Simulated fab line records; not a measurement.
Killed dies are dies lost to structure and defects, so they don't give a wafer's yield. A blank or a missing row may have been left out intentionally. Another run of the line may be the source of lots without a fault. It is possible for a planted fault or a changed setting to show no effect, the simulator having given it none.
One fault through the eyes of 2 desks + flow n5_finfet + each desk has only its own numbers; what lay behind them comes last

== METROLOGY DESK ==
What the gauges read, lot by lot, whatever tool the lot ran on: means of the sampled wafers that have a number. If a lot's mean is further than 4 standard deviations from the usual mean, the lot is out of limits and carries the mark OUT (the distance appears in the brackets). It has 10 readings; the 7 that lie furthest out on some lot are the ones shown.
Columns: A = DIBL_P at N5_BEOL_M4_RC_MEAS_101, usual 36.1 mV/V; B = IOFF_N at N5_BEOL_M4_RC_MEAS_101, usual 0.161 nA/um; C = ION_N at N5_BEOL_M4_RC_MEAS_101, usual 676 uA/um; D = ION_P at N5_BEOL_M4_RC_MEAS_101, usual 462 uA/um; E = SS_N at N5_BEOL_M4_RC_MEAS_101, usual 71.5 mV/dec; F = SS_P at N5_BEOL_M4_RC_MEAS_101, usual 73.2 mV/dec; G = VT_N at N5_BEOL_M4_RC_MEAS_101, usual 249.1 mV
| lot  | first seen here | A    | B     | C   | D   | E    | F    | G     |
|------|-----------------|------|-------|-----|-----|------|------|-------|
| L435 | day 11 01:24    | 35.2 | 0.149 | 661 | 456 | 72.0 | 73.1 | 251.6 |
| L439 | day 12 04:51    | 39.2 | 0.195 | 692 | 471 | 72.0 | 73.6 | 245.8 |
| L440 | day 12 10:41    | 35.9 | 0.171 | 679 | 469 | 71.4 | 74.8 | 248.3 |
| L445 | day 13 22:13    | 34.7 | 0.138 | 673 | 460 | 71.5 | 73.1 | 251.5 |
Result from this desk: across the 4 lots, nothing is out of limits.

== THE TOOL OWNER'S DESK: rie_diel-05 ==
The tool's own readings at N5_SD_EPI_N_ETCH_35 (etches SOC in N2/H2, overetch 108 nm, time 486 s): means of the sampled wafers that have a number, for each lot that ran on this tool. If a lot's mean is further than 4 standard deviations from the usual mean, the lot is out of limits and carries the mark OUT (the distance appears in the brackets).
Columns: A = drypump_motor_current_A at N5_SD_EPI_N_ETCH_35, usual 6.0 A; B = oes_product_au at N5_SD_EPI_N_ETCH_35, usual 0.70 a.u.; C = rf_fwd_power_W at N5_SD_EPI_N_ETCH_35, usual 2995 W; D = rf_vpp_V at N5_SD_EPI_N_ETCH_35, usual 240.8 V; E = showerhead_plenum_p_Torr at N5_SD_EPI_N_ETCH_35, usual 2.55 Torr; F = throttle_valve_pct at N5_SD_EPI_N_ETCH_35, usual 23.63 %
| lot  | first seen here | A   | B    | C              | D                | E    | F     |
|------|-----------------|-----|------|----------------|------------------|------|-------|
| L435 | day 6 11:02     | 5.9 | 0.73 | 3000           | 242.0            | 2.56 | 23.47 |
| L439 | day 7 08:44     | 6.2 | 0.68 | 3238 (+28) OUT | 235.5 (-4.1) OUT | 2.61 | 23.63 |
| L440 | day 7 13:43     | 6.2 | 0.62 | 3697 (+81) OUT | 224.7 (-12) OUT  | 2.60 | 23.67 |
This desk's finding: out of limits on L439, L440; first on L439, day 7 08:44 (rf_fwd_power_W at N5_SD_EPI_N_ETCH_35). L435: within limits.

== BROUGHT TOGETHER ==
The tool owner's desk could have raised an alarm at day 7 08:44, on L439, L440.
Metrology desk: nothing out of limits seen.
The metrology desk holds a record of L439, L440, inside its limits.
The lots listed all ran N5_SD_EPI_N_ETCH_35 on rie_diel-05.

== WHAT WAS PUT IN BY THE SIMULATOR ==
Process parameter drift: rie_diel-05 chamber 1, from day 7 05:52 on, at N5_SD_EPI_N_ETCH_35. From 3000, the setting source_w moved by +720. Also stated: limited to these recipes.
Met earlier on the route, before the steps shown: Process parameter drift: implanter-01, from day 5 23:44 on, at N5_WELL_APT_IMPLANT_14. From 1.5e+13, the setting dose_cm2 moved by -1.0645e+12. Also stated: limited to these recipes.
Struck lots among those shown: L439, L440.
How many hours passed from the start of the fault until each desk's first out-of-limits reading: the tool owner's desk, 3.
